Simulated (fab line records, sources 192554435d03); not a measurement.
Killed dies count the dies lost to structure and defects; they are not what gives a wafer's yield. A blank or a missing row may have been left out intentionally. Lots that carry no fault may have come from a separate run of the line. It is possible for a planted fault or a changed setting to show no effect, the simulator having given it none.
Split-lot study | flow n5_finfet | route with 1938 steps; 7 lots, 39 wafers read

THE SPLIT
At N5_MOL_CONTACT_COAG_ALD_123 (deposits SiNx, target thk 5 nm, pulse time 1 s, purge time 2 s), the setting ald_cycles was moved away from the recipe's 100 on 15 of the 39 wafers read, by -9.0% to +17.0%. All remaining wafers had this setting at the recipe value.

FROM THE SPLIT TO THE READING: what the file shows between them, 5 steps
- N5_MOL_CONTACT_COAG_ETCH_91: etches SOC in N2/H2, target depth 60 nm, overetch 21 nm, time 101.2 s (also split here: target_depth_a)
- N5_MOL_CONTACT_COAG_STRIP_92: strips in N2/H2
- N5_MOL_CONTACT_COAG_STRIP_93: strips in N2/H2
- N5_MOL_CONTACT_COAG_STRIP_120: strips in CHF3
- N5_MOL_CONTACT_COAG_VIA_ETCH_117: etches SiO2 in C4F6/O2, target depth 40 nm, overetch 8 nm, time 26 s

THE READING
etch.depth_nm (the simulator's own value, which no gauge read), in nm, at N5_MOL_CONTACT_COAG_ETCH_124 (etches SiNx in CH3F/O2, stops on SiOC, target depth 6.5 nm). The file does not state a usual value for it. The 24 wafers here that ran the recipe average 5.006 nm, standard deviation 0.02 nm.

wafer  | tool, chamber at the split | ald_cycles as run | against the recipe | etch.depth_nm, nm | against lot-mates on the recipe
L081.1 | ald_sin-03, 2,3,3          | 100               | recipe             | 4.991             | -
L081.2 | ald_sin-03, 0,0,2          | 117               | +17.0%             | 5.862             | +0.865
L081.3 | ald_sin-03, 2,3,3          | 100               | recipe             | 5.006             | -
L081.4 | ald_sin-03, 0,0,2          | 117               | +17.0%             | 5.869             | +0.872
L081.5 | ald_sin-03, 2,3,3          | 100               | recipe             | 4.994             | -
L081.6 | ald_sin-03, 0,0,2          | 117               | +17.0%             | 5.854             | +0.857
L083.1 | ald_sin-03, 1,2,3          | 100               | recipe             | 4.952             | -
L083.2 | ald_sin-03, 0,0,1          | 113               | +13.0%             | 5.642             | +0.653
L083.3 | ald_sin-03, 1,2,3          | 100               | recipe             | 5.027             | -
L083.4 | ald_sin-03, 1,2,3          | 100               | recipe             | 4.988             | -
L083.5 | ald_sin-03, 0,0,1          | 113               | +13.0%             | 5.664             | +0.675
L083.6 | ald_sin-03, 0,0,1          | 113               | +13.0%             | 5.628             | +0.639
L085.1 | ald_sin-02, 1,2,0          | 100               | recipe             | 4.987             | -
L085.4 | ald_sin-02, 1,2,0          | 100               | recipe             | 4.985             | -
L085.5 | ald_sin-02, 1,2,0          | 100               | recipe             | 5.021             | -
L090.1 | ald_sin-03, 0,1,3,2,0,1    | 100               | recipe             | 5.024             | -
L090.2 | ald_sin-03, 0,1,3,2,0,1    | 100               | recipe             | 5.008             | -
L090.3 | ald_sin-03, 0,1,3,2,0,1    | 100               | recipe             | 5.004             | -
L090.4 | ald_sin-03, 0,1,3,2,0,1    | 100               | recipe             | 5.027             | -
L090.5 | ald_sin-03, 0,1,3,2,0,1    | 100               | recipe             | 5.025             | -
L090.6 | ald_sin-03, 0,1,3,2,0,1    | 100               | recipe             | 5.01              | -
L091.1 | ald_sin-01, 3,1,0          | 92                | -8.0%              | 4.595             | -0.409
L091.2 | ald_sin-01, 2,3,2          | 100               | recipe             | 4.998             | -
L091.3 | ald_sin-01, 3,1,0          | 92                | -8.0%              | 4.599             | -0.405
L091.4 | ald_sin-01, 3,1,0          | 92                | -8.0%              | 4.62              | -0.384
L091.5 | ald_sin-01, 2,3,2          | 100               | recipe             | 5.032             | -
L091.6 | ald_sin-01, 2,3,2          | 100               | recipe             | 4.983             | -
L095.1 | ald_sin-03, 0,3,1          | 91                | -9.0%              | 4.556             | -0.451
L095.2 | ald_sin-03, 0,3,1          | 91                | -9.0%              | 4.541             | -0.466
L095.3 | ald_sin-03, 0,3,1          | 91                | -9.0%              | 4.528             | -0.479
L095.4 | ald_sin-03, 2,2,1          | 100               | recipe             | 4.991             | -
L095.5 | ald_sin-03, 2,2,1          | 100               | recipe             | 5.031             | -
L095.6 | ald_sin-03, 2,2,1          | 100               | recipe             | 5                 | -
L097.1 | ald_sin-03, 0,3,1          | 106               | +6.0%              | 5.305             | +0.287
L097.2 | ald_sin-03, 1,2,0          | 100               | recipe             | 5                 | -
L097.3 | ald_sin-03, 1,2,0          | 100               | recipe             | 5.017             | -
L097.4 | ald_sin-03, 0,3,1          | 106               | +6.0%              | 5.328             | +0.310
L097.5 | ald_sin-03, 1,2,0          | 100               | recipe             | 5.038             | -
L097.6 | ald_sin-03, 0,3,1          | 106               | +6.0%              | 5.345             | +0.327
The file does not say which wafer passed through which chamber wherever a row lists several chambers: such a row stands for several wafers.

FIT RESULTS
A straight line over all 39 wafers: etch.depth_nm changes by +0.0503 nm for each +1% of ald_cycles; r = +1.00; the points scatter about the line by 0.019 nm.
The same after taking each lot's own level away (the mean of its wafers on the recipe; 39 wafers): +0.0508 nm for each +1%; r = +1.00; scatter 0.016 nm.
The reading moves by 0.86 nm for the largest change in ald_cycles, on that fit.
From 4.9890 to 5.0183 nm: that is the span of the lots' own levels, equal to 1.5 times the standard deviation above.
Hence the lot-to-lot level has little effect on the slope; both slopes agree.
Check: +0.863 nm against its lot-mates is what the line predicts for one of the wafers moved furthest among these (+17.0%) when that wafer is left out of the fit. Against them it came out at +0.865 nm.

OTHER SPLITS ON THESE WAFERS
Note: prior to the reading, these wafers also went through further splits. Each is held against what the fit with the lots' levels taken away leaves over:
other split on the same wafers             | wafers away from the commonest value | r with etch.depth_nm (lot level and that fit taken away)
N5_DUMMY_GATE_ETCH_37 source_w             | 18                                   | +0.10
N5_GATE_CUT_CUT_ETCH_53 icp_w              | 15                                   | +0.01
N5_GATE_CUT_CUT_ETCH_54 bias_w             | 15                                   | +0.02
N5_MOL_CONTACT_COAG_ETCH_91 target_depth_a | 12                                   | +0.07

THE WHOLE CHAIN: every reading that the file lists as answering this split, in the file's order
step                         | what it does                                                   | reading                                                                                  | change (the file's fit)                | r (the file's)
N5_MOL_CONTACT_COAG_ALD_123  | deposits SiNx, target thk 5 nm, pulse time 1 s, purge time 2 s | SiNx_of_MOL_CONTACT_COAG_ALD_123.thk_nm (the simulator's own value, which no gauge read) | +0.0479 nm for each +1% of the setting | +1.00
N5_MOL_CONTACT_COAG_ETCH_124 | etches SiNx in CH3F/O2, stops on SiOC, target depth 6.5 nm     | etch.depth_nm (the simulator's own value, which no gauge read)                           | +0.0508 nm for each +1% of the setting | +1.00

FILE'S OWN FIT
etch.depth_nm changes by +0.0508 nm for each +1% of ald_cycles, r = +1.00.
